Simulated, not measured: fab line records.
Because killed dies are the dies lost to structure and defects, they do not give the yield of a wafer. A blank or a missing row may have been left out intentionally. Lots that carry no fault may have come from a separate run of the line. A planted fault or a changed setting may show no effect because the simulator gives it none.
Comparing a struck lot with a sound one ; flow nandHarc ; 41 out of 1302 route steps
Sound: the wafers L298.1, L298.2, L298.5. Struck: wafer L310.3. At the end, the cause is stated.
For every step that has rows: the tool of each side, followed by ch and its chambers, followed by its first start. Under that, the readings that differ: sound wafers ; struck wafers ; difference of the means ; sigmas: that difference in standard deviations of wafers without a fault.
alike: readings with means less than 2 such deviations apart, plus words and numbers identical on both sides. not compared: withheld readings, readings lacking a value on some wafer, bounds such as >300 that could conceal the same value, and numbers that have no deviation in the record and whose values overlap.
The two part at a step that has a row with sigmas, a row that says differs or no value, or rows on one side only. Non-overlapping numbers with no deviation appear without sigmas and do not part them. A reading missing from all wafers of one side parts the sides only when that side holds two or more wafers.

NHARC_P_BONDPAD_CD_MEAS_09 targets a cd of 500 nm.
  sound on cdSem-01 ch 0, day 8 13:55; struck on cdSem-01 ch 0, day 13 16:14
  alike: cdNm
NHARC_P_BONDPAD_OVL_MEAS_38:
  sound on overlay-02 at day 8 13:59; struck on overlay-01 at day 13 16:20
  alike: overlayXNm, overlayYNm
then, 4 steps without rows for these wafers: NHARC_P_BONDPAD_HARDBAKE_10 (time 65 s); NHARC_P_BONDPAD_DESCUM_11 (chemistry O2, time 3 s); NHARC_P_BONDPAD_ETCH_37 (etches the open film in N2/H2, target depth 60 nm, overetch 18 nm, time 65.91 s); NHARC_P_BONDPAD_ETCH_12 (etches the open film in CHF3/O2, target depth 200 nm, time 100 s).
NHARC_P_BONDPAD_CD_MEAS_13:
  sound on cdSem-03 at day 8 14:26; struck on cdSem-01 at day 13 16:46
  alike: cdNm
then, 1 step without rows for these wafers: NHARC_P_BONDPAD_STRIP_15 (strips in O2).
NHARC_P_BONDPAD_ETCH_24: etches the open film in CF4/N2, target depth 30 nm, time 72.99 s.
  sound: rieDiel-11 ch 0,2,3; struck: rieDiel-02 ch 0
  alike: drypumpMotorCurrentA, mfcArSccm, oesProductAu, rfVppV, showerheadPlenumPTorr, throttleValvePct
  not compared: rfHoursCounterH
then, 1 step without rows for these wafers: NHARC_P_BONDPAD_STRIP_16 (strips in post etch residue remover, time 600 s).
NHARC_P_BONDPAD_DEGAS_25: time 60 s.
  sound on pvdSputter-02 at day 8 15:04; struck on pvdSputter-01 at day 13 17:25
  alike: heaterPowerW
then, 1 step without rows for these wafers: NHARC_P_BONDPAD_PRE_CLEAN_26 (time 30 s).
NHARC_P_BONDPAD_PVD_17: deposits TaN, target thk 5 nm, time 8.06 s.
  sound on pvdSputter-02 at day 8 15:11; struck on pvdSputter-01 at day 13 17:32
  alike: throttleValvePct
then, 3 steps without rows for these wafers: NHARC_P_BONDPAD_PVD_27 (deposits Cu, target thk 30 nm, time 20.49 s); NHARC_P_BONDPAD_ECD_18 (material Cu, target thk 400 nm); NHARC_P_BONDPAD_ANNEAL_28 (time 90 s).
NHARC_P_BONDPAD_CMP_19: polishes, t overpolish 30 s, cu recess touch 16 s, target thk 160.81 nm.
  sound on cmp-02 ch 1,2, day 8 16:08; struck on cmp-04 ch 2, day 13 18:28
  alike: edgeZonePressureFrac, motorCurrentA, overpolishRunS
NHARC_P_BONDPAD_THK_MEAS_20: measures by xrf.
  sound on filmMetro-01 at day 8 16:28; struck on filmMetro-02 at day 13 18:47
  alike: thkNm
then, 1 step without rows for these wafers: NHARC_P_BONDPAD_SRD_21 (time 30 s, dry time 20 s).
NHARC_P_BONDPAD_INSPECT_23:
  sound on defectInspect-01 at day 8 16:40; struck on defectInspect-02 at day 13 19:00
  alike: rawDefectCount
then, 3 steps without rows for these wafers: NHARC_P_BONDPAD_ACTIVATE_29 (chemistry N2, time 60 s); NHARC_P_BONDPAD_PRECLEAN_30 (cleans in DIW, time 300 s); NHARC_P_BONDPAD_SRD_31 (time 30 s, dry time 20 s).
NHARC_A_START_INSPECT_01:
  sound on defectInspect-02 at day 8 17:08; struck on defectInspect-02 at day 13 19:29
  alike: rawDefectCount
then, 11 steps without rows for these wafers: NHARC_A_ZERO_WELL_PRECLEAN_00 (cleans in SPM, time 600 s); NHARC_A_ZERO_WELL_SRD_01; NHARC_A_ZERO_WELL_DEHYDRATE_02 (time 120 s); NHARC_A_ZERO_WELL_HMDS_03 (time 30 s); NHARC_A_ZERO_WELL_COAT_18 (time 65 s); NHARC_A_ZERO_WELL_COAT_04 (resist thk 600 nm); NHARC_A_ZERO_WELL_SOFTBAKE_05 (time 70 s); NHARC_A_ZERO_WELL_EBR_06; NHARC_A_ZERO_WELL_EXPOSE_07 (exposes mask A ZERO); NHARC_A_ZERO_WELL_PEB_08 (peb time 80 s); NHARC_A_ZERO_WELL_DEVELOP_09 (time 50 s).
NHARC_A_ZERO_WELL_CD_MEAS_10 targets a cd of 2000 nm.
  sound on cdSem-03 ch 0, day 8 17:59; struck on cdSem-01 ch 0, day 13 20:19
  alike: cdNm
then, 2 steps without rows for these wafers: NHARC_A_ZERO_WELL_HARDBAKE_11 (time 65 s); NHARC_A_ZERO_WELL_DESCUM_12 (chemistry O2, time 3 s).
NHARC_A_ZERO_WELL_ETCH_19: etches the open film in N2/H2, target depth 80 nm, overetch 24 nm, time 87.88 s.
  sound on rieDiel-05 ch 1,3, day 8 18:14; struck on rieDiel-05 ch 2, day 13 20:34
reading;sound;struck;difference;sigmas
throttleValvePct (%);14.198 14.169 14.166;14.156;-0.022;-2
  alike: drypumpMotorCurrentA, mfcArSccm, oesProductAu, rfVppV, showerheadPlenumPTorr
  not compared: rfHoursCounterH
NHARC_A_ZERO_WELL_ETCH_13: etches the open film in HBr/Cl2, target depth 120 nm, time 40.1 s.
  sound on rieSi-06 ch 1,3, day 8 18:21; struck on rieSi-03 ch 3, day 13 20:41
  alike: drypumpMotorCurrentA, oesProductAu, throttleValvePct
  not compared: rfHoursCounterH
-- record jumps: 18 days between struck wafers' starts before vs after; left off in module A_ZERO_WELL, resumes in module END, first step shown is number 1302 of the route --
NHARC_END_SORT_01:
  sound on prober-01 ch 0, day 26 23:47; struck on prober-01 ch 0, day 31 12:59
reading;sound;struck;difference;sigmas
killedAtArray;20 11 22;65;+47;+3
killedAtPeriphery;1 2 1;12;+11;+4
killedDies;21 13 23;77;+58;+3
  alike: killedAtOther, killedOpen, killedShort

WHERE THEY PART
At NHARC_A_ZERO_WELL_ETCH_19 first; at NHARC_END_SORT_01 last (within this record only).

WHY: whatever the simulator had introduced
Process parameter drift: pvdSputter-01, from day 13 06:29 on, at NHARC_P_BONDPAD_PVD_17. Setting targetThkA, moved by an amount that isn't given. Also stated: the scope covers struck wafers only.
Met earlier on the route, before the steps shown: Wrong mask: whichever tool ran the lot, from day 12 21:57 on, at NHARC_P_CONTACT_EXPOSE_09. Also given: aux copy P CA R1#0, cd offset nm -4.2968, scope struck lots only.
